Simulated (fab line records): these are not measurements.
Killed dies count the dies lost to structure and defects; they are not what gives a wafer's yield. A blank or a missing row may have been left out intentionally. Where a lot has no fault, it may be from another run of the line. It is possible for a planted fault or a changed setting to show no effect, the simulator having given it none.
The tool behind it: which one? ; flow nandHarc ; 18 wafers from 6 lots sampled at 5 of the route's 1302 steps

## WHAT THE GAUGES SHOWED, per wafer
NHARC_END_SORT_01.
lot;measured;on;killedAtOther
L811;day 24 10:01;prober-01;0 0 0
L813;day 24 23:59;prober-02;0 3 0
L817;day 27 02:43;prober-01;2 0 1
L825;day 29 21:42;prober-02;0 1 1
L827;day 30 22:24;prober-02;7 2 4
L831;day 33 03:47;prober-01;1 0 1

## EACH LOT AND THE TOOL THAT RAN IT (in order: tool; ch and the chambers of the sampled wafers; start)
lot;NHARC_A_BLC_PVD_32;NHARC_A_BLC_ALD_23;NHARC_A_BLC_CMP_25;NHARC_A_M0_EXPOSE_06
L811;pvdSputter-01, day 22 19:31 or earlier;aldMetal-02 ch 0,3, day 22 19:31;cmp-02 ch 0,1, day 22 20:14;arfiScanner-03 ch 0, day 22 21:16
L813;pvdSputter-03, day 23 09:07 or earlier;aldMetal-03 ch 0,2, day 23 09:07;cmp-01 ch 1,3, day 23 09:50;arfiScanner-03 ch 0, day 23 11:01
L817;pvdSputter-03, day 25 07:47 or earlier;aldMetal-02 ch 0,1,3, day 25 07:47;cmp-03 ch 0,2,3, day 25 08:31;arfiScanner-03 ch 0, day 25 09:37
L825;pvdSputter-01, day 28 04:49 or earlier;aldMetal-03 ch 1,2,3, day 28 04:49;cmp-01 ch 0,1,2, day 28 05:34;arfiScanner-02 ch 0, day 28 06:43
L827;pvdSputter-03, day 29 06:20 or earlier;aldMetal-02 ch 0,2,3, day 29 06:20;cmp-03 ch 1,2,3, day 29 07:05;arfiScanner-03 ch 0, day 29 08:07
L831;pvdSputter-01, day 31 08:14 or earlier;aldMetal-03 ch 0,1,2, day 31 08:14;cmp-01 ch 0,2,3, day 31 09:01;arfiScanner-01 ch 0, day 31 10:08
- NHARC_A_BLC_PVD_32: deposits Ti, target thk 5 nm, time 17.7 s.
- NHARC_A_BLC_ALD_23: deposits TiN, target thk 3 nm, pulse time 1 s, ald cycles 150.
- NHARC_A_BLC_CMP_25: polishes, t overpolish 30 s, target thk 150 nm.
- NHARC_A_M0_EXPOSE_06: exposes mask A M0, target cd 80 nm.

## THE ANSWER, worked out from the rows above alone
Rule: what is usual is taken from the lots themselves. The widest of any qualifying gaps counts: lots, ordered by their means at a reading, are off when they make up no more than a third of the lots, leave a main group of 4 or more, and stand apart from it by 3 or more times the standard deviation of that group's means. A main group whose means are all the same, to the digits that the tables above print for the reading, isn't used. A lot without any number at a reading at which 4 lots or more have one is off too. All remaining lots with rows at the step are treated as sound.
Off, at NHARC_END_SORT_01 on killedAtOther: L827. Mean 0.7 and standard deviation 0.37 in the main group.
If a tool, at a process step before that reading, ran all the lots that are off and no sound lot after the first of them, it fits. Those tools and the gauges at NHARC_END_SORT_01 are tried in the same way. NHARC_A_BLC_PVD_32: start missing for some lots; hours and lot order therefore follow NHARC_A_BLC_ALD_23. Can't be told from this: 5 tools fit, pvdSputter-03 at NHARC_A_BLC_PVD_32, aldMetal-02 at NHARC_A_BLC_ALD_23, cmp-03 at NHARC_A_BLC_CMP_25, arfiScanner-03 at NHARC_A_M0_EXPOSE_06, prober-02 at NHARC_END_SORT_01.

## WHAT THE SIMULATOR PUT IN
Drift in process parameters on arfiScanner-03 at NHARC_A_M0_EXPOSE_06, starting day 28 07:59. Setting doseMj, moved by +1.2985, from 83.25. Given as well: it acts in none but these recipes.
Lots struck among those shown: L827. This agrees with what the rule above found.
